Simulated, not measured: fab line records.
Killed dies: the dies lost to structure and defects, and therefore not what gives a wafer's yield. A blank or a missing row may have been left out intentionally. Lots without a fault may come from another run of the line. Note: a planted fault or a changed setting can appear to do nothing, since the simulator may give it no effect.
Split-lot trial || flow n5Finfet || on a route of 1938 steps: 7 lots, 21 wafers read

ABOUT THE SPLIT
At N5_BEOL_M5_EXPOSE_25 (exposes mask V4, defocus 10 nm), the setting doseMj was moved away from the recipe's 52.75 on 3 of the 21 wafers read, by +4.3% to +7.4%. For the rest of the wafers, this setting stayed at what the recipe calls for.

FROM THE SPLIT TO THE READING: what the file shows between them, 2 steps
- N5_BEOL_M5_PEB_26: peb time 60 s
- N5_BEOL_M5_DEVELOP_27: develop time 30 s

THE READING
cdNm, in nm, at N5_BEOL_M5_CD_MEAS_28 (target cd 30.6 nm, target cd y 20 nm). A value of 30.61 nm with a standard deviation of 0.26 nm is what fault-free wafers of this fab line usually give.

{"wafer": "L074.1", "tool, chamber at the split": "euvScanner-01, 0", "doseMj as run": 52.75, "against the recipe": "recipe", "cdNm, nm": 30.00, "against lot-mates on the recipe": "-"}
{"wafer": "L074.3", "tool, chamber at the split": "euvScanner-01, 0", "doseMj as run": 52.75, "against the recipe": "recipe", "cdNm, nm": 30.33, "against lot-mates on the recipe": "-"}
{"wafer": "L074.6", "tool, chamber at the split": "euvScanner-01, 0", "doseMj as run": 52.75, "against the recipe": "recipe", "cdNm, nm": 30.42, "against lot-mates on the recipe": "-"}
{"wafer": "L080.2", "tool, chamber at the split": "euvScanner-02, 0", "doseMj as run": 52.75, "against the recipe": "recipe", "cdNm, nm": 30.54, "against lot-mates on the recipe": "-"}
{"wafer": "L080.3", "tool, chamber at the split": "euvScanner-02, 0", "doseMj as run": 52.75, "against the recipe": "recipe", "cdNm, nm": 30.12, "against lot-mates on the recipe": "-"}
{"wafer": "L080.5", "tool, chamber at the split": "euvScanner-02, 0", "doseMj as run": 52.75, "against the recipe": "recipe", "cdNm, nm": 30.14, "against lot-mates on the recipe": "-"}
{"wafer": "L091.3", "tool, chamber at the split": "euvScanner-02, 0", "doseMj as run": 52.75, "against the recipe": "recipe", "cdNm, nm": 30.36, "against lot-mates on the recipe": "-"}
{"wafer": "L091.4", "tool, chamber at the split": "euvScanner-02, 0", "doseMj as run": 52.75, "against the recipe": "recipe", "cdNm, nm": 30.32, "against lot-mates on the recipe": "-"}
{"wafer": "L091.5", "tool, chamber at the split": "euvScanner-02, 0", "doseMj as run": 52.75, "against the recipe": "recipe", "cdNm, nm": 30.35, "against lot-mates on the recipe": "-"}
{"wafer": "L089.2", "tool, chamber at the split": "euvScanner-01, 0", "doseMj as run": 52.75, "against the recipe": "recipe", "cdNm, nm": 30.60, "against lot-mates on the recipe": "-"}
{"wafer": "L089.4", "tool, chamber at the split": "euvScanner-01, 0", "doseMj as run": 52.75, "against the recipe": "recipe", "cdNm, nm": 30.59, "against lot-mates on the recipe": "-"}
{"wafer": "L089.6", "tool, chamber at the split": "euvScanner-01, 0", "doseMj as run": 52.75, "against the recipe": "recipe", "cdNm, nm": 30.95, "against lot-mates on the recipe": "-"}
{"wafer": "L092.3", "tool, chamber at the split": "euvScanner-01, 0", "doseMj as run": 52.75, "against the recipe": "recipe", "cdNm, nm": 30.92, "against lot-mates on the recipe": "-"}
{"wafer": "L092.4", "tool, chamber at the split": "euvScanner-01, 0", "doseMj as run": 52.75, "against the recipe": "recipe", "cdNm, nm": 30.84, "against lot-mates on the recipe": "-"}
{"wafer": "L092.6", "tool, chamber at the split": "euvScanner-01, 0", "doseMj as run": 55.02, "against the recipe": "+4.3%", "cdNm, nm": 31.78, "against lot-mates on the recipe": "+0.90"}
{"wafer": "L093.1", "tool, chamber at the split": "euvScanner-01, 0", "doseMj as run": 55.14, "against the recipe": "+4.5%", "cdNm, nm": 31.39, "against lot-mates on the recipe": "+0.74"}
{"wafer": "L093.4", "tool, chamber at the split": "euvScanner-01, 0", "doseMj as run": 52.75, "against the recipe": "recipe", "cdNm, nm": 30.81, "against lot-mates on the recipe": "-"}
{"wafer": "L093.5", "tool, chamber at the split": "euvScanner-01, 0", "doseMj as run": 52.75, "against the recipe": "recipe", "cdNm, nm": 30.49, "against lot-mates on the recipe": "-"}
{"wafer": "L097.1", "tool, chamber at the split": "euvScanner-01, 0", "doseMj as run": 52.75, "against the recipe": "recipe", "cdNm, nm": 30.84, "against lot-mates on the recipe": "-"}
{"wafer": "L097.4", "tool, chamber at the split": "euvScanner-01, 0", "doseMj as run": 52.75, "against the recipe": "recipe", "cdNm, nm": 30.94, "against lot-mates on the recipe": "-"}
{"wafer": "L097.5", "tool, chamber at the split": "euvScanner-01, 0", "doseMj as run": 56.64, "against the recipe": "+7.4%", "cdNm, nm": 32.07, "against lot-mates on the recipe": "+1.18"}

FIT RESULTS
A straight line over all 21 wafers: cdNm changes by +0.22 nm for each +1% of doseMj; r = +0.84; the points scatter about the line by 0.29 nm.
The same after taking each lot's own level away (the mean of its wafers on the recipe; 21 wafers): +0.17 nm for each +1%; r = +0.93; scatter 0.14 nm.
That fit puts the effect of the largest move of doseMj on the reading at 1.3 nm.
The lots' own levels span 30.250 to 30.890 nm, that is 2.5 times the standard deviation above.
Thus the slope moves with the lot-to-lot level: the two fits are different.
Check: with one of the wafers moved furthest among these (+7.4%) left out of the fit, the line predicts +1.36 nm for it against its lot-mates. It came out at +1.18 nm against them.

OTHER SPLITS APPLIED TO THESE WAFERS
These wafers also went through other splits before the reading. Each is held against what the fit with the lots' levels taken away leaves over:
{"other split on the same wafers": "N5_BEOL_M3_EXPOSE_08 doseMj", "wafers away from the commonest value": 9, "r with cdNm (lot level and that fit taken away)": -0.03}
{"other split on the same wafers": "N5_BEOL_M4_TRENCH_ETCH_37 sourceW", "wafers away from the commonest value": 6, "r with cdNm (lot level and that fit taken away)": "+0.29"}
{"other split on the same wafers": "N5_BEOL_M5_COAT_74 spinRpm", "wafers away from the commonest value": 6, "r with cdNm (lot level and that fit taken away)": -0.13}

FILE'S OWN FIT
cdNm changes by +0.171 nm for each +1% of doseMj, r = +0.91.
